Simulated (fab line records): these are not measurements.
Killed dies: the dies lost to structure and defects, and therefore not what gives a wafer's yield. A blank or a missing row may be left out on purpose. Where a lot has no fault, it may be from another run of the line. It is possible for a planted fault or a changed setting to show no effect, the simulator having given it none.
Which tool did it? :: flow n5-finfet :: 8 lots, 22 wafers sampled, at 6 steps of a route of 1938

== WHAT THE GAUGES READ, wafer by wafer ==
N5_BEOL_M1_OCD_MEAS_38. Usual: trench-depth-nm reads 55.6 nm (standard deviation 1.2).
lot: L674
measured: day 6 07:35
on: ocd-02
trench-depth-nm (nm): 55.8 55.8 55.7
flag: 

lot: L676
measured: day 6 13:28
on: ocd-01
trench-depth-nm (nm): 56.0 55.9 56.9
flag: 

lot: L678
measured: day 7 04:21
on: ocd-02
trench-depth-nm (nm): 56.7 39.4
flag: OFF

lot: L684
measured: day 8 19:25
on: ocd-02
trench-depth-nm (nm): 55.1 38.2
flag: OFF

lot: L694
measured: day 11 05:17
on: ocd-01
trench-depth-nm (nm): 57.9 54.8 57.9
flag: 

lot: L695
measured: day 11 12:13
on: ocd-02
trench-depth-nm (nm): 55.3 56.9 57.0
flag: 

lot: L696
measured: day 12 05:05
on: ocd-01
trench-depth-nm (nm): 58.6 55.7 55.0
flag: 

lot: L697
measured: day 12 05:07
on: ocd-02
trench-depth-nm (nm): 55.1 55.9 54.8
flag: 

N5_BEOL_M4_RC_MEAS_101. Usual: DIBL_N 36.0 mV/V, standard deviation 2.5; DIBL_P 36.3 mV/V, standard deviation 2.8; IOFF_N 0.16 nA/um, standard deviation 0.042; IOFF_P 0.21 nA/um, standard deviation 0.045; ION_N 673 uA/um, standard deviation 15; ION_P 463 uA/um, standard deviation 8.1; SS_N 71.4 mV/dec, standard deviation 0.73; SS_P 73.3 mV/dec, standard deviation 0.92; VT_N 251 mV, standard deviation 4.1; VT_P -250 mV, standard deviation 3.4.
lot: L674
measured: day 7 18:45
on: prober-01
DIBL_N (mV/V): 41.9 36.1 36.1
DIBL_P (mV/V): 41.1 35.2 33.6
IOFF_N (nA/um): 0.28 0.14 0.14
IOFF_P (nA/um): 0.38 0.23 0.22
ION_N (uA/um): 698 668 670
ION_P (uA/um): 477 467 465
SS_N (mV/dec): 73.4 71.5 70.6
SS_P (mV/dec): 74.9 73.1 72.8
VT_N (mV): 242 252 251
VT_P (mV): -241 -250 -248
flag: 

lot: L676
measured: day 8 02:01
on: prober-01
DIBL_N (mV/V): 34.4 34.8 34.3
DIBL_P (mV/V): 34.2 34.2 33.2
IOFF_N (nA/um): 0.14 0.14 0.13
IOFF_P (nA/um): 0.20 0.21 0.19
ION_N (uA/um): 661 662 651
ION_P (uA/um): 462 463 459
SS_N (mV/dec): 71.1 71.2 71.4
SS_P (mV/dec): 72.6 72.7 72.0
VT_N (mV): 253 250 252
VT_P (mV): -250 -251 -251
flag: 

lot: L678
measured: day 8 10:39
on: prober-02
DIBL_N (mV/V): 34.0 36.0
DIBL_P (mV/V): 31.3 34.5
IOFF_N (nA/um): 0.11 0.13
IOFF_P (nA/um): 0.17 0.22
ION_N (uA/um): 674 657
ION_P (uA/um): 465 462
SS_N (mV/dec): 70.7 71.7
SS_P (mV/dec): 72.5 73.2
VT_N (mV): 255 252
VT_P (mV): -250 -245
flag: 

lot: L684
measured: day 10 07:29
on: prober-01
DIBL_N (mV/V): 35.6 33.2
DIBL_P (mV/V): 37.7 33.2
IOFF_N (nA/um): 0.14 0.10
IOFF_P (nA/um): 0.19 0.14
ION_N (uA/um): 665 659
ION_P (uA/um): 460 450
SS_N (mV/dec): 71.2 70.2
SS_P (mV/dec): 72.9 72.7
VT_N (mV): 256 258
VT_P (mV): -253 -257
flag: 

lot: L694
measured: day 12 17:15
on: prober-02
DIBL_N (mV/V): 36.9 36.6 36.6
DIBL_P (mV/V): 37.6 37.1 38.0
IOFF_N (nA/um): 0.16 0.15 0.18
IOFF_P (nA/um): 0.23 0.23 0.25
ION_N (uA/um): 681 660 686
ION_P (uA/um): 467 459 473
SS_N (mV/dec): 71.5 71.2 71.6
SS_P (mV/dec): 73.4 73.1 74.0
VT_N (mV): 251 251 247
VT_P (mV): -247 -248 -245
flag: 

lot: L695
measured: day 13 04:50
on: prober-01
DIBL_N (mV/V): 39.0 35.4 38.2
DIBL_P (mV/V): 39.9 35.2 38.7
IOFF_N (nA/um): 0.23 0.15 0.19
IOFF_P (nA/um): 0.25 0.18 0.23
ION_N (uA/um): 691 669 692
ION_P (uA/um): 460 452 466
SS_N (mV/dec): 73.0 71.5 72.7
SS_P (mV/dec): 74.0 73.2 74.3
VT_N (mV): 245 253 250
VT_P (mV): -250 -254 -251
flag: 

lot: L696
measured: day 13 11:44
on: prober-01
DIBL_N (mV/V): 38.9 36.7 39.7
DIBL_P (mV/V): 42.2 38.1 42.3
IOFF_N (nA/um): 0.22 0.17 0.23
IOFF_P (nA/um): 0.32 0.25 0.32
ION_N (uA/um): 692 676 701
ION_P (uA/um): 476 470 472
SS_N (mV/dec): 71.6 71.0 71.7
SS_P (mV/dec): 74.1 72.9 74.1
VT_N (mV): 246 248 241
VT_P (mV): -242 -247 -243
flag: 

lot: L697
measured: day 13 22:22
on: prober-02
DIBL_N (mV/V): 37.7 33.0 34.5
DIBL_P (mV/V): 39.1 32.4 34.2
IOFF_N (nA/um): 0.19 0.10 0.13
IOFF_P (nA/um): 0.27 0.17 0.19
ION_N (uA/um): 683 649 669
ION_P (uA/um): 477 458 467
SS_N (mV/dec): 71.8 69.8 71.2
SS_P (mV/dec): 73.7 72.1 73.2
VT_N (mV): 248 256 253
VT_P (mV): -245 -256 -251
flag: 

== EACH LOT AND THE TOOL THAT RAN IT (in order: tool; ch and the chambers of the sampled wafers; start) ==
lot: L674
N5_BEOL_M1_VIA_ETCH_34: rie-diel-03 ch 2,3, day 6 07:19
N5_BEOL_M1_TRENCH_ETCH_37: rie-diel-03 ch 2,3, day 6 07:25
N5_BEOL_M1_ETCH_41: rie-diel-03 ch 2,3, day 6 07:35 or earlier
N5_BEOL_M1_STRIP_97: rie-diel-03 ch 2,3, day 6 07:35 or earlier

lot: L676
N5_BEOL_M1_VIA_ETCH_34: rie-diel-03 ch 0,2, day 6 13:13
N5_BEOL_M1_TRENCH_ETCH_37: rie-diel-03 ch 0,2, day 6 13:19
N5_BEOL_M1_ETCH_41: rie-diel-03 ch 0,2, day 6 13:28 or earlier
N5_BEOL_M1_STRIP_97: rie-diel-03 ch 0,2, day 6 13:28 or earlier

lot: L678
N5_BEOL_M1_VIA_ETCH_34: rie-diel-03 ch 0,2, day 7 04:05
N5_BEOL_M1_TRENCH_ETCH_37: rie-diel-03 ch 0,2, day 7 04:11
N5_BEOL_M1_ETCH_41: rie-diel-03 ch 0,2, day 7 04:21 or earlier
N5_BEOL_M1_STRIP_97: rie-diel-03 ch 0,2, day 7 04:21 or earlier

lot: L684
N5_BEOL_M1_VIA_ETCH_34: rie-diel-03 ch 0,2, day 8 19:10
N5_BEOL_M1_TRENCH_ETCH_37: rie-diel-03 ch 0,2, day 8 19:16
N5_BEOL_M1_ETCH_41: rie-diel-03 ch 0,2, day 8 19:25 or earlier
N5_BEOL_M1_STRIP_97: rie-diel-03 ch 0,2, day 8 19:25 or earlier

lot: L694
N5_BEOL_M1_VIA_ETCH_34: rie-diel-03 ch 1,2, day 11 05:02
N5_BEOL_M1_TRENCH_ETCH_37: rie-diel-03 ch 1,2, day 11 05:08
N5_BEOL_M1_ETCH_41: rie-diel-03 ch 1,2, day 11 05:17 or earlier
N5_BEOL_M1_STRIP_97: rie-diel-03 ch 1,2, day 11 05:17 or earlier

lot: L695
N5_BEOL_M1_VIA_ETCH_34: rie-diel-03 ch 0,1, day 11 11:58
N5_BEOL_M1_TRENCH_ETCH_37: rie-diel-03 ch 0,1, day 11 12:04
N5_BEOL_M1_ETCH_41: rie-diel-03 ch 0,1, day 11 12:13 or earlier
N5_BEOL_M1_STRIP_97: rie-diel-03 ch 0,1, day 11 12:13 or earlier

lot: L696
N5_BEOL_M1_VIA_ETCH_34: rie-diel-03 ch 0,1, day 12 04:49
N5_BEOL_M1_TRENCH_ETCH_37: rie-diel-03 ch 0,1, day 12 04:55
N5_BEOL_M1_ETCH_41: rie-diel-03 ch 0,1, day 12 05:05 or earlier
N5_BEOL_M1_STRIP_97: rie-diel-03 ch 0,1, day 12 05:05 or earlier

lot: L697
N5_BEOL_M1_VIA_ETCH_34: rie-diel-06 ch 1,2,3, day 12 04:52
N5_BEOL_M1_TRENCH_ETCH_37: rie-diel-06 ch 1,2,3, day 12 04:58
N5_BEOL_M1_ETCH_41: rie-diel-06 ch 1,2,3, day 12 05:07 or earlier
N5_BEOL_M1_STRIP_97: rie-diel-06 ch 1,2,3, day 12 05:07 or earlier
- N5_BEOL_M1_VIA_ETCH_34: etches the open film in C4F6/O2, target depth 67.8 nm, time 64.4 s.
- N5_BEOL_M1_TRENCH_ETCH_37: etches SiOC in C4F6/O2, target depth 55.207 nm, time 29 s.
- N5_BEOL_M1_ETCH_41: etches SiCN in CH3F/O2, target depth 31.9 nm, time 57.8 s.
- N5_BEOL_M1_STRIP_97: strips in N2/H2, time 10 s.

== AS READ BY THE TOOLS THEMSELVES (means over the sampled wafers that have a number; for cases with no such wafer, the mark the record gives instead) ==
N5_BEOL_M1_VIA_ETCH_34. Usual: drypump-motor-current-A 6.0 A, standard deviation 0.56; oes_f_703_au 0.78 a.u., standard deviation 0.08; oes_o_777_au 0.77 a.u., standard deviation 0.078; oes-product-au 0.76 a.u., standard deviation 0.081; rf-vpp-V 662 V, standard deviation 23; run-length-s 87.6 s, standard deviation 0.37; showerhead-plenum-p-Torr 2.81 Torr, standard deviation 0.087; throttle-valve-pct 30.7 %, standard deviation 0.37.
lot: L674
tool: rie-diel-03
drypump-motor-current-A (A): 6.3
oes_f_703_au (a.u.): 0.70
oes_o_777_au (a.u.): 0.71
oes-product-au (a.u.): 0.70
rf-vpp-V (V): 689
run-length-s (s): 87.8
showerhead-plenum-p-Torr (Torr): 2.85
throttle-valve-pct (%): 30.2
flag: 

lot: L676
tool: rie-diel-03
drypump-motor-current-A (A): 6.3
oes_f_703_au (a.u.): 0.74
oes_o_777_au (a.u.): 0.74
oes-product-au (a.u.): 0.72
rf-vpp-V (V): 676
run-length-s (s): 87.6
showerhead-plenum-p-Torr (Torr): 2.82
throttle-valve-pct (%): 30.2
flag: 

lot: L678
tool: rie-diel-03
drypump-motor-current-A (A): 6.3
oes_f_703_au (a.u.): 0.75
oes_o_777_au (a.u.): 0.76
oes-product-au (a.u.): 0.74
rf-vpp-V (V): 665
run-length-s (s): 87.4
showerhead-plenum-p-Torr (Torr): 2.79
throttle-valve-pct (%): 30.3
flag: 

lot: L684
tool: rie-diel-03
drypump-motor-current-A (A): 6.3
oes_f_703_au (a.u.): 0.74
oes_o_777_au (a.u.): 0.74
oes-product-au (a.u.): 0.72
rf-vpp-V (V): 666
run-length-s (s): 87.6
showerhead-plenum-p-Torr (Torr): 2.79
throttle-valve-pct (%): 30.3
flag: 

lot: L694
tool: rie-diel-03
drypump-motor-current-A (A): 6.1
oes_f_703_au (a.u.): 0.90
oes_o_777_au (a.u.): 0.90
oes-product-au (a.u.): 0.90
rf-vpp-V (V): 685
run-length-s (s): 87.7
showerhead-plenum-p-Torr (Torr): 2.88
throttle-valve-pct (%): 30.2
flag: 

lot: L695
tool: rie-diel-03
drypump-motor-current-A (A): 6.2
oes_f_703_au (a.u.): 0.78
oes_o_777_au (a.u.): 0.77
oes-product-au (a.u.): 0.75
rf-vpp-V (V): 641
run-length-s (s): 87.3
showerhead-plenum-p-Torr (Torr): 2.77
throttle-valve-pct (%): 30.5
flag: 

lot: L696
tool: rie-diel-03
drypump-motor-current-A (A): 6.0
oes_f_703_au (a.u.): 0.77
oes_o_777_au (a.u.): 0.77
oes-product-au (a.u.): 0.74
rf-vpp-V (V): 649
run-length-s (s): 87.3
showerhead-plenum-p-Torr (Torr): 2.84
throttle-valve-pct (%): 30.6
flag: 

lot: L697
tool: rie-diel-06
drypump-motor-current-A (A): 5.9
oes_f_703_au (a.u.): 0.88
oes_o_777_au (a.u.): 0.87
oes-product-au (a.u.): 0.87
rf-vpp-V (V): 674
run-length-s (s): 87.8
showerhead-plenum-p-Torr (Torr): 2.85
throttle-valve-pct (%): 30.6
flag: 

N5_BEOL_M1_TRENCH_ETCH_37. Usual: drypump-motor-current-A 6.0 A, standard deviation 0.56; oes_f_703_au 0.78 a.u., standard deviation 0.08; oes_o_777_au 0.77 a.u., standard deviation 0.077; oes-product-au 0.76 a.u., standard deviation 0.08; rf-vpp-V 661 V, standard deviation 23; run-length-s 52.2 s, standard deviation 0.4; showerhead-plenum-p-Torr 2.81 Torr, standard deviation 0.087; throttle-valve-pct 20.86 %, standard deviation 0.25.
lot: L674
tool: rie-diel-03
drypump-motor-current-A (A): 6.3
oes_f_703_au (a.u.): 0.70
oes_o_777_au (a.u.): 0.71
oes-product-au (a.u.): 0.70
rf-vpp-V (V): 689
run-length-s (s): 52.5
showerhead-plenum-p-Torr (Torr): 2.85
throttle-valve-pct (%): 20.62
flag: 

lot: L676
tool: rie-diel-03
drypump-motor-current-A (A): 6.3
oes_f_703_au (a.u.): 0.74
oes_o_777_au (a.u.): 0.74
oes-product-au (a.u.): 0.73
rf-vpp-V (V): 677
run-length-s (s): 52.3
showerhead-plenum-p-Torr (Torr): 2.82
throttle-valve-pct (%): 20.56
flag: 

lot: L678
tool: rie-diel-03
drypump-motor-current-A (A): 6.3
oes_f_703_au (a.u.): 0.75
oes_o_777_au (a.u.): 0.76
oes-product-au (a.u.): 0.74
rf-vpp-V (V): 666
run-length-s (s): 47.5
showerhead-plenum-p-Torr (Torr): 2.79
throttle-valve-pct (%): 20.60
flag: OFF

lot: L684
tool: rie-diel-03
drypump-motor-current-A (A): 6.3
oes_f_703_au (a.u.): 0.74
oes_o_777_au (a.u.): 0.74
oes-product-au (a.u.): 0.72
rf-vpp-V (V): 666
run-length-s (s): 47.7
showerhead-plenum-p-Torr (Torr): 2.79
throttle-valve-pct (%): 20.61
flag: OFF

lot: L694
tool: rie-diel-03
drypump-motor-current-A (A): 6.1
oes_f_703_au (a.u.): 0.90
oes_o_777_au (a.u.): 0.90
oes-product-au (a.u.): 0.89
rf-vpp-V (V): 685
run-length-s (s): 52.3
showerhead-plenum-p-Torr (Torr): 2.88
throttle-valve-pct (%): 20.44
flag: 

lot: L695
tool: rie-diel-03
drypump-motor-current-A (A): 6.2
oes_f_703_au (a.u.): 0.78
oes_o_777_au (a.u.): 0.77
oes-product-au (a.u.): 0.74
rf-vpp-V (V): 640
run-length-s (s): 51.9
showerhead-plenum-p-Torr (Torr): 2.78
throttle-valve-pct (%): 20.83
flag: 

lot: L696
tool: rie-diel-03
drypump-motor-current-A (A): 6.0
oes_f_703_au (a.u.): 0.77
oes_o_777_au (a.u.): 0.77
oes-product-au (a.u.): 0.74
rf-vpp-V (V): 648
run-length-s (s): 51.5
showerhead-plenum-p-Torr (Torr): 2.85
throttle-valve-pct (%): 20.93
flag: 

lot: L697
tool: rie-diel-06
drypump-motor-current-A (A): 5.9
oes_f_703_au (a.u.): 0.88
oes_o_777_au (a.u.): 0.86
oes-product-au (a.u.): 0.86
rf-vpp-V (V): 674
run-length-s (s): 52.3
showerhead-plenum-p-Torr (Torr): 2.85
throttle-valve-pct (%): 20.76
flag: 

N5_BEOL_M1_ETCH_41. Usual: CH3F_flow_sccm 29.99 sccm, standard deviation 0.077; drypump-motor-current-A 6.0 A, standard deviation 0.56; oes-product-au 0.76 a.u., standard deviation 0.08; rf-vpp-V 297.2 V, standard deviation 1.5; run-length-s 81.1 s, standard deviation 0.39; showerhead-plenum-p-Torr 1.98 Torr, standard deviation 0.063; throttle-valve-pct 16.37 %, standard deviation 0.23.
lot: L674
tool: rie-diel-03
CH3F_flow_sccm (sccm): 30.04
drypump-motor-current-A (A): 6.3
oes-product-au (a.u.): 0.70
rf-vpp-V (V): 298.0
run-length-s (s): 81.2
showerhead-plenum-p-Torr (Torr): 2.00
throttle-valve-pct (%): 16.22
flag: 

lot: L676
tool: rie-diel-03
CH3F_flow_sccm (sccm): 29.99
drypump-motor-current-A (A): 6.3
oes-product-au (a.u.): 0.72
rf-vpp-V (V): 297.6
run-length-s (s): 81.3
showerhead-plenum-p-Torr (Torr): 1.98
throttle-valve-pct (%): 16.13
flag: 

lot: L678
tool: rie-diel-03
CH3F_flow_sccm (sccm): 29.99
drypump-motor-current-A (A): 6.3
oes-product-au (a.u.): 0.74
rf-vpp-V (V): 297.1
run-length-s (s): 80.9
showerhead-plenum-p-Torr (Torr): 1.96
throttle-valve-pct (%): 16.18
flag: 

lot: L684
tool: rie-diel-03
CH3F_flow_sccm (sccm): 29.94
drypump-motor-current-A (A): 6.3
oes-product-au (a.u.): 0.72
rf-vpp-V (V): 297.5
run-length-s (s): 81.0
showerhead-plenum-p-Torr (Torr): 1.96
throttle-valve-pct (%): 16.21
flag: 

lot: L694
tool: rie-diel-03
CH3F_flow_sccm (sccm): 29.85
drypump-motor-current-A (A): 6.1
oes-product-au (a.u.): 0.89
rf-vpp-V (V): 299.0
run-length-s (s): 81.3
showerhead-plenum-p-Torr (Torr): 2.03
throttle-valve-pct (%): 15.96
flag: 

lot: L695
tool: rie-diel-03
CH3F_flow_sccm (sccm): 29.99
drypump-motor-current-A (A): 6.2
oes-product-au (a.u.): 0.74
rf-vpp-V (V): 297.1
run-length-s (s): 80.4
showerhead-plenum-p-Torr (Torr): 1.95
throttle-valve-pct (%): 16.37
flag: 

lot: L696
tool: rie-diel-03
CH3F_flow_sccm (sccm): 29.94
drypump-motor-current-A (A): 6.0
oes-product-au (a.u.): 0.73
rf-vpp-V (V): 297.2
run-length-s (s): 80.5
showerhead-plenum-p-Torr (Torr): 2.00
throttle-valve-pct (%): 16.47
flag: 

lot: L697
tool: rie-diel-06
CH3F_flow_sccm (sccm): 29.96
drypump-motor-current-A (A): 5.9
oes-product-au (a.u.): 0.86
rf-vpp-V (V): 297.3
run-length-s (s): 81.0
showerhead-plenum-p-Torr (Torr): 2.01
throttle-valve-pct (%): 16.25
flag: 

N5_BEOL_M1_STRIP_97. Usual: drypump-motor-current-A 6.0 A, standard deviation 0.56; n2-flow-sccm 199.9 sccm, standard deviation 0.62; oes-product-au 0.75 a.u., standard deviation 0.081; rf-vpp-V 59.0 V, standard deviation 0.83; showerhead-plenum-p-Torr 2.51 Torr, standard deviation 0.075; throttle-valve-pct 23.6 %, standard deviation 0.33.
lot: L674
tool: rie-diel-03
drypump-motor-current-A (A): 6.3
n2-flow-sccm (sccm): 200.0
oes-product-au (a.u.): 0.70
rf-vpp-V (V): 59.1
showerhead-plenum-p-Torr (Torr): 2.55
throttle-valve-pct (%): 23.3
flag: 

lot: L676
tool: rie-diel-03
drypump-motor-current-A (A): 6.3
n2-flow-sccm (sccm): 200.3
oes-product-au (a.u.): 0.73
rf-vpp-V (V): 60.4
showerhead-plenum-p-Torr (Torr): 2.52
throttle-valve-pct (%): 23.2
flag: 

lot: L678
tool: rie-diel-03
drypump-motor-current-A (A): 6.3
n2-flow-sccm (sccm): 199.7
oes-product-au (a.u.): 0.73
rf-vpp-V (V): 58.8
showerhead-plenum-p-Torr (Torr): 2.49
throttle-valve-pct (%): 23.2
flag: 

lot: L684
tool: rie-diel-03
drypump-motor-current-A (A): 6.3
n2-flow-sccm (sccm): 200.2
oes-product-au (a.u.): 0.72
rf-vpp-V (V): 59.3
showerhead-plenum-p-Torr (Torr): 2.49
throttle-valve-pct (%): 23.2
flag: 

lot: L694
tool: rie-diel-03
drypump-motor-current-A (A): 6.1
n2-flow-sccm (sccm): 199.3
oes-product-au (a.u.): 0.90
rf-vpp-V (V): 59.4
showerhead-plenum-p-Torr (Torr): 2.58
throttle-valve-pct (%): 23.0
flag: 

lot: L695
tool: rie-diel-03
drypump-motor-current-A (A): 6.2
n2-flow-sccm (sccm): 200.5
oes-product-au (a.u.): 0.74
rf-vpp-V (V): 58.4
showerhead-plenum-p-Torr (Torr): 2.47
throttle-valve-pct (%): 23.5
flag: 

lot: L696
tool: rie-diel-03
drypump-motor-current-A (A): 6.0
n2-flow-sccm (sccm): 200.3
oes-product-au (a.u.): 0.72
rf-vpp-V (V): 59.7
showerhead-plenum-p-Torr (Torr): 2.54
throttle-valve-pct (%): 23.5
flag: 

lot: L697
tool: rie-diel-06
drypump-motor-current-A (A): 5.9
n2-flow-sccm (sccm): 199.1
oes-product-au (a.u.): 0.85
rf-vpp-V (V): 59.2
showerhead-plenum-p-Torr (Torr): 2.56
throttle-valve-pct (%): 23.5
flag: 

== THE ANSWER, worked out from the rows above alone ==
Rule: take the mean of a lot's wafers that have a number; if it is more than 3 standard deviations from the usual mean, the lot is off. A lot without any number at a reading at which 4 lots or more have one is off too. Where the step has rows for the other lots, those lots are counted as sound. First the gauges in route order, then the tools' own readings, where a lot's mean is used as printed above. At the first step where some lot is off, the reading lying furthest off is the one used; lots without a number count as furthest.
Off, at N5_BEOL_M1_OCD_MEAS_38 on trench-depth-nm: L678, L684.
A tool fits if, at a process step before that reading, it ran every lot that is off, and no sound lot after the first of them. The gauges at N5_BEOL_M1_OCD_MEAS_38 aren't tried: what is off there is off at N5_BEOL_M1_TRENCH_ETCH_37 too, on other tools, and a gauge's error can't cause that. Because N5_BEOL_M1_ETCH_41 lacks a start for some lots, the hours and order of its lots are taken from N5_BEOL_M1_OCD_MEAS_38. Because N5_BEOL_M1_STRIP_97 lacks a start for some lots, the hours and order of its lots are taken from N5_BEOL_M1_OCD_MEAS_38. Of those tried, none fits.

== WHAT HAD BEEN PUT IN BY THE SIMULATOR ==
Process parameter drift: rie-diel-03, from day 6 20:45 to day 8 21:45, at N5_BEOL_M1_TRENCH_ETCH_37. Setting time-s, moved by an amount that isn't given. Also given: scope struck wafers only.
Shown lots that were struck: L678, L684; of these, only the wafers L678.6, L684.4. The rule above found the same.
